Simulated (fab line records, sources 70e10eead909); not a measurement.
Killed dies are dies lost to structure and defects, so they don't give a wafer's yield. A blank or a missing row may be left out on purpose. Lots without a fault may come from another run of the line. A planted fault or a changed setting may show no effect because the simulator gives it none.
Which tool did it? | flow nand_harc | 24 lots, 72 wafers sampled, at 6 steps of a route of 1302

WHAT THE GAUGES READ, wafer by wafer
NHARC_P_M0_CD_MEAS_16.
lot  | measured     | on        | cd_nm (nm)
L074 | day 6 16:15  | cd_sem-01 | 90.1 91.3 90.0
L075 | day 6 16:59  | cd_sem-02 | 89.9 89.6 89.4
L076 | day 6 20:44  | cd_sem-03 | 90.2 90.1 89.5
L077 | day 7 02:58  | cd_sem-01 | 89.7 90.9 89.3
L078 | day 7 16:55  | cd_sem-01 | 90.4 89.5 90.6
L079 | day 8 11:37  | cd_sem-02 | 89.8 90.2 89.7
L080 | day 8 12:33  | cd_sem-02 | 90.1 89.2 89.4
L081 | day 9 06:04  | cd_sem-03 | 89.8 89.9 90.6
L082 | day 9 06:28  | cd_sem-01 | 90.0 90.7 90.6
L083 | day 9 18:41  | cd_sem-03 | 89.1 89.7 90.0
L084 | day 10 09:59 | cd_sem-01 | 88.9 89.5 89.7
L085 | day 10 17:18 | cd_sem-01 | 89.2 88.9 89.3
L086 | day 11 00:01 | cd_sem-02 | 90.7 90.5 90.4
L089 | day 12 00:37 | cd_sem-03 | 88.7 88.1 89.6
L087 | day 12 01:17 | cd_sem-03 | 90.6 90.7 89.6
L088 | day 12 02:13 | cd_sem-02 | 89.7 90.2 89.5
L090 | day 12 21:32 | cd_sem-01 | 90.3 90.5 90.3
L091 | day 13 00:31 | cd_sem-02 | 89.6 89.7 89.2
L092 | day 13 13:13 | cd_sem-01 | 90.1 89.5 89.6
L093 | day 13 23:32 | cd_sem-01 | 90.0 90.6 89.6
L095 | day 14 10:27 | cd_sem-01 | 89.3 89.3 88.4
L094 | day 14 11:05 | cd_sem-02 | 90.5 90.2 90.8
L096 | day 14 22:31 | cd_sem-01 | 90.4 90.6 89.5
L097 | day 15 12:56 | cd_sem-03 | 89.7 90.3 89.7

NHARC_P_M0_THK_MEAS_24: measures by xrf.
lot  | measured     | on            | thk_nm (nm)
L074 | day 6 18:16  | film_metro-01 | 118.7 116.3 118.5
L075 | day 6 19:01  | film_metro-01 | 116.7 117.5 115.8
L076 | day 6 22:46  | film_metro-01 | 117.1 118.8 118.8
L077 | day 7 04:58  | film_metro-01 | 117.2 118.2 116.0
L078 | day 7 19:13  | film_metro-02 | 117.1 118.8 117.7
L079 | day 8 13:39  | film_metro-02 | 116.2 117.1 117.0
L080 | day 8 14:34  | film_metro-01 | 117.7 117.3 118.1
L081 | day 9 08:05  | film_metro-02 | 115.7 118.5 115.3
L082 | day 9 08:31  | film_metro-02 | 118.1 117.7 116.6
L083 | day 9 20:41  | film_metro-02 | 116.3 117.9 118.9
L084 | day 10 11:59 | film_metro-02 | 117.6 114.5 114.3
L085 | day 10 19:19 | film_metro-02 | 118.1 119.1 117.5
L086 | day 11 02:02 | film_metro-01 | 117.3 117.7 117.1
L089 | day 12 02:38 | film_metro-02 | 115.1 118.1 118.0
L087 | day 12 03:19 | film_metro-02 | 117.4 120.0 118.1
L088 | day 12 04:21 | film_metro-01 | 117.7 117.3 118.8
L090 | day 12 23:35 | film_metro-01 | 118.7 118.3 118.4
L091 | day 13 02:34 | film_metro-01 | 117.4 119.4 118.7
L092 | day 13 15:16 | film_metro-01 | 118.6 115.5 114.0
L093 | day 14 01:32 | film_metro-01 | 116.5 120.6 117.5
L095 | day 14 12:28 | film_metro-02 | 119.5 117.6 119.2
L094 | day 14 13:08 | film_metro-01 | 118.4 116.9 118.6
L096 | day 15 00:33 | film_metro-02 | 116.4 115.1 116.1
L097 | day 15 15:13 | film_metro-02 | 118.7 118.1 117.0

WHICH TOOL RAN EACH LOT (tool, then ch and the chambers of the sampled wafers, then the start)
lot  | NHARC_P_GATE_DEGAS_109       | NHARC_P_CONTACT_DEP_30          | NHARC_P_CONTACT_ETCH_18                       | NHARC_P_M0_STRIP_18
L074 | pvd_sputter-03, day 6 08:59  | pecvd-04 ch 0,1, day 6 10:03    | rie_diel-09 ch 0,2,3, day 6 16:15 or earlier  | rie_diel-07 ch 1,2,3, day 6 16:20
L075 | pvd_sputter-02, day 6 09:10  | pecvd-03 ch 0,1, day 6 10:11    | rie_diel-10 ch 0,1,3, day 6 16:59 or earlier  | rie_diel-02 ch 0,2,3, day 6 17:03
L076 | pvd_sputter-02, day 6 13:32  | pecvd-04 ch 0,1, day 6 14:32    | rie_diel-12 ch 0,1, day 6 20:44 or earlier    | rie_diel-02 ch 1,2,3, day 6 20:52
L077 | pvd_sputter-03, day 6 18:57  | pecvd-03 ch 1,2, day 6 20:02    | rie_diel-12 ch 1,2, day 7 02:58 or earlier    | rie_diel-07 ch 1,2,3, day 7 03:05
L078 | pvd_sputter-01, day 7 09:25  | pecvd-04 ch 0,2, day 7 10:42    | rie_diel-12 ch 0,1, day 7 16:55 or earlier    | rie_diel-07 ch 0,1,2, day 7 17:02
L079 | pvd_sputter-02, day 8 04:22  | pecvd-03 ch 1,2, day 8 05:25    | rie_diel-09 ch 0,1,2, day 8 11:37 or earlier  | rie_diel-13 ch 0,1,2, day 8 11:41
L080 | pvd_sputter-01, day 8 05:08  | pecvd-04 ch 0,1,2, day 8 06:11  | rie_diel-10 ch 0,2,3, day 8 12:33 or earlier  | rie_diel-13 ch 1,2,3, day 8 12:40
L081 | pvd_sputter-03, day 8 22:43  | pecvd-01 ch 0,1,2, day 8 23:46  | rie_diel-12 ch 0,1,3, day 9 06:04 or earlier  | rie_diel-02 ch 1,3, day 9 06:10
L082 | pvd_sputter-01, day 8 23:13  | pecvd-04 ch 0,1,2, day 9 00:15  | rie_diel-09 ch 0,1,2, day 9 06:28 or earlier  | rie_diel-07 ch 1,2,3, day 9 06:36
L083 | pvd_sputter-03, day 9 11:26  | pecvd-03 ch 0,1,2, day 9 12:32  | rie_diel-09 ch 0,1,3, day 9 18:41 or earlier  | rie_diel-02 ch 1,2, day 9 18:45
L084 | pvd_sputter-01, day 10 02:49 | pecvd-04 ch 0,2, day 10 03:54   | rie_diel-09 ch 1,2, day 10 09:59 or earlier   | rie_diel-07 ch 1,2, day 10 10:04
L085 | pvd_sputter-03, day 10 09:49 | pecvd-04 ch 0,1, day 10 10:52   | rie_diel-09 ch 1,3, day 10 17:18 or earlier   | rie_diel-13 ch 1,2, day 10 17:22
L086 | pvd_sputter-03, day 10 16:44 | pecvd-04 ch 0,1, day 10 17:50   | rie_diel-10 ch 2,3, day 11 00:01 or earlier   | rie_diel-07 ch 1,3, day 11 00:05
L089 | pvd_sputter-01, day 11 16:47 | pecvd-04 ch 0,1, day 11 17:56   | rie_diel-10 ch 0,2,3, day 12 00:37 or earlier | rie_diel-02 ch 0,2,3, day 12 00:41
L087 | pvd_sputter-03, day 11 17:49 | pecvd-04 ch 1,2, day 11 18:53   | rie_diel-09 ch 1,2, day 12 01:17 or earlier   | rie_diel-02 ch 0,2,3, day 12 01:26
L088 | pvd_sputter-03, day 11 18:45 | pecvd-04 ch 1,2, day 11 19:56   | rie_diel-12 ch 0,2,3, day 12 02:13 or earlier | rie_diel-02 ch 0,1,2, day 12 02:20
L090 | pvd_sputter-01, day 12 14:16 | pecvd-01 ch 0,1,2, day 12 15:17 | rie_diel-12 ch 0,1,3, day 12 21:32 or earlier | rie_diel-13 ch 0,1,3, day 12 21:37
L091 | pvd_sputter-01, day 12 17:34 | pecvd-04 ch 0,1,2, day 12 18:34 | rie_diel-09 ch 1,3, day 13 00:31 or earlier   | rie_diel-02 ch 0,2,3, day 13 00:38
L092 | pvd_sputter-01, day 13 06:01 | pecvd-04 ch 0,1, day 13 07:04   | rie_diel-09 ch 0,2, day 13 13:13 or earlier   | rie_diel-02 ch 0,2,3, day 13 13:17
L093 | pvd_sputter-02, day 13 16:19 | pecvd-03 ch 0,1, day 13 17:20   | rie_diel-09 ch 0,1,3, day 13 23:32 or earlier | rie_diel-13 ch 0,1,3, day 13 23:37
L095 | pvd_sputter-03, day 14 03:17 | pecvd-04 ch 0,1,2, day 14 04:23 | rie_diel-10 ch 1,2, day 14 10:27 or earlier   | rie_diel-02 ch 0,1,2, day 14 10:35
L094 | pvd_sputter-02, day 14 03:48 | pecvd-04 ch 0,1,2, day 14 04:55 | rie_diel-12 ch 0,1,2, day 14 11:05 or earlier | rie_diel-02 ch 0,2,3, day 14 11:10
L096 | pvd_sputter-03, day 14 15:16 | pecvd-03 ch 1,2, day 14 16:19   | rie_diel-09 ch 0,1, day 14 22:31 or earlier   | rie_diel-02 ch 0,1,3, day 14 22:35
L097 | pvd_sputter-02, day 15 05:28 | pecvd-01 ch 0,1, day 15 06:29   | rie_diel-09 ch 1,3, day 15 12:56 or earlier   | rie_diel-02 ch 0,1,3, day 15 13:00
- NHARC_P_GATE_DEGAS_109: time 60 s.
- NHARC_P_CONTACT_DEP_30: deposits SiNx, target thk 30 nm.
- NHARC_P_CONTACT_ETCH_18: etches the open film in C4F8/O2/Ar, target depth 481 nm, time 240.5 s.
- NHARC_P_M0_STRIP_18: strips in N2/H2.

WHAT THE TOOLS THEMSELVES READ (means of the sampled wafers that have a number; where no wafer has one, the mark that the record gives instead)
NHARC_P_GATE_DEGAS_109.
lot  | tool           | heater_power_w (W)
L074 | pvd_sputter-03 | 442
L075 | pvd_sputter-02 | 437
L076 | pvd_sputter-02 | 464
L077 | pvd_sputter-03 | 446
L078 | pvd_sputter-01 | 458
L079 | pvd_sputter-02 | 471
L080 | pvd_sputter-01 | 484
L081 | pvd_sputter-03 | 458
L082 | pvd_sputter-01 | 481
L083 | pvd_sputter-03 | 439
L084 | pvd_sputter-01 | 483
L085 | pvd_sputter-03 | 445
L086 | pvd_sputter-03 | 448
L089 | pvd_sputter-01 | 498
L087 | pvd_sputter-03 | 452
L088 | pvd_sputter-03 | 441
L090 | pvd_sputter-01 | 467
L091 | pvd_sputter-01 | 468
L092 | pvd_sputter-01 | 492
L093 | pvd_sputter-02 | 462
L095 | pvd_sputter-03 | 441
L094 | pvd_sputter-02 | 448
L096 | pvd_sputter-03 | 436
L097 | pvd_sputter-02 | 403

NHARC_P_CONTACT_DEP_30.
lot  | tool     | heater_power_outer_w (W) | heater_power_w (W)
L074 | pecvd-04 | 388                      | 685
L075 | pecvd-03 | 463                      | 745
L076 | pecvd-04 | 385                      | 694
L077 | pecvd-03 | 453                      | 770
L078 | pecvd-04 | 397                      | 702
L079 | pecvd-03 | 501                      | 852
L080 | pecvd-04 | 371                      | 656
L081 | pecvd-01 | 385                      | 652
L082 | pecvd-04 | 326                      | 594
L083 | pecvd-03 | 442                      | 714
L084 | pecvd-04 | 348                      | 645
L085 | pecvd-04 | 384                      | 685
L086 | pecvd-04 | 367                      | 668
L089 | pecvd-04 | 335                      | 613
L087 | pecvd-04 | 354                      | 624
L088 | pecvd-04 | 388                      | 661
L090 | pecvd-01 | 387                      | 677
L091 | pecvd-04 | 383                      | 674
L092 | pecvd-04 | 383                      | 666
L093 | pecvd-03 | 443                      | 736
L095 | pecvd-04 | 387                      | 680
L094 | pecvd-04 | 349                      | 644
L096 | pecvd-03 | 426                      | 735
L097 | pecvd-01 | 366                      | 666

NHARC_P_CONTACT_ETCH_18.
lot  | tool        | oes_product_au (a.u.) | rf_vpp_V (V)
L074 | rie_diel-09 | 0.978                 | 981
L075 | rie_diel-10 | 0.968                 | 978
L076 | rie_diel-12 | 0.970                 | 976
L077 | rie_diel-12 | 0.968                 | 985
L078 | rie_diel-12 | 0.957                 | 980
L079 | rie_diel-09 | 0.968                 | 985
L080 | rie_diel-10 | 0.938                 | 975
L081 | rie_diel-12 | 0.967                 | 977
L082 | rie_diel-09 | 0.966                 | 985
L083 | rie_diel-09 | 0.929                 | 981
L084 | rie_diel-09 | 0.951                 | 987
L085 | rie_diel-09 | 0.927                 | 983
L086 | rie_diel-10 | 0.979                 | 972
L089 | rie_diel-10 | 0.979                 | 975
L087 | rie_diel-09 | 0.965                 | 988
L088 | rie_diel-12 | 0.959                 | 976
L090 | rie_diel-12 | 0.978                 | 977
L091 | rie_diel-09 | 0.974                 | 983
L092 | rie_diel-09 | 0.974                 | 985
L093 | rie_diel-09 | 0.973                 | 981
L095 | rie_diel-10 | 0.980                 | 975
L094 | rie_diel-12 | 0.961                 | 981
L096 | rie_diel-09 | 0.964                 | 980
L097 | rie_diel-09 | 0.972                 | 980

NHARC_P_M0_STRIP_18.
lot  | tool        | drypump_motor_current_A (A) | oes_product_au (a.u.) | rf_vpp_V (V) | showerhead_plenum_p_Torr (Torr) | throttle_valve_pct (%)
L074 | rie_diel-07 | 5.93                        | 0.998                 | 90.5         | 2.06                            | 14.179
L075 | rie_diel-02 | 6.06                        | 1.000                 | 90.4         | 1.98                            | 14.175
L076 | rie_diel-02 | 6.01                        | 0.995                 | 91.2         | 1.98                            | 14.158
L077 | rie_diel-07 | 5.93                        | 1.002                 | 91.1         | 2.06                            | 14.174
L078 | rie_diel-07 | 5.90                        | 1.004                 | 90.4         | 1.96                            | 14.183
L079 | rie_diel-13 | 6.37                        | 1.006                 | 91.0         | 2.00                            | 14.162
L080 | rie_diel-13 | 6.26                        | 0.999                 | 89.8         | 2.00                            | 14.176
L081 | rie_diel-02 | 5.75                        | 1.003                 | 90.9         | 1.89                            | 14.168
L082 | rie_diel-07 | 5.95                        | 0.996                 | 90.7         | 2.05                            | 14.165
L083 | rie_diel-02 | 6.14                        | 0.997                 | 90.2         | 1.97                            | 14.165
L084 | rie_diel-07 | 5.80                        | 1.005                 | 90.7         | 1.96                            | 14.169
L085 | rie_diel-13 | 6.36                        | 1.003                 | 90.2         | 2.06                            | 14.172
L086 | rie_diel-07 | 6.00                        | 1.004                 | 91.4         | 2.10                            | 14.168
L089 | rie_diel-02 | 6.09                        | 1.006                 | 90.2         | 1.97                            | 14.168
L087 | rie_diel-02 | 6.08                        | 1.005                 | 90.0         | 1.97                            | 14.168
L088 | rie_diel-02 | 6.21                        | 1.003                 | 90.3         | 2.08                            | 14.162
L090 | rie_diel-13 | 6.32                        | 0.999                 | 91.7         | 2.01                            | 14.175
L091 | rie_diel-02 | 6.09                        | 1.010                 | 90.6         | 1.97                            | 14.178
L092 | rie_diel-02 | 6.06                        | 1.011                 | 90.5         | 1.97                            | 14.166
L093 | rie_diel-13 | 6.31                        | 1.007                 | 90.2         | 2.00                            | 14.170
L095 | rie_diel-02 | 6.20                        | 0.996                 | 90.5         | 2.07                            | 14.159
L094 | rie_diel-02 | 6.07                        | 1.005                 | 90.3         | 1.97                            | 14.168
L096 | rie_diel-02 | 5.92                        | 0.996                 | 90.4         | 1.99                            | 14.159
L097 | rie_diel-02 | 5.96                        | 0.999                 | 90.2         | 1.99                            | 14.171

THE ANSWER, worked out from the rows above alone
Rule: what is usual is taken from the lots themselves. Put in order of their means at a reading, lots are off if they are a third of the lots or fewer, leave a main group of 4 or more, and stand apart from it by a gap of 3 or more times the standard deviation of the main group's means; of several such gaps the widest counts. A main group whose means are all the same, to the digits that the tables above print for the reading, isn't used. A lot without any number at a reading at which 4 lots or more have one is off too. The other lots that the step has rows for count as sound. The gauges are gone through in route order, then the tools' own readings, and for those a lot's mean is taken as printed above. The first step at which some lot is off is used, and at that step the reading that is off furthest; a lot without a number counts as furthest.
No lot is off at any reading shown: from this, nothing can be told.

WHAT THE SIMULATOR HAD PUT IN
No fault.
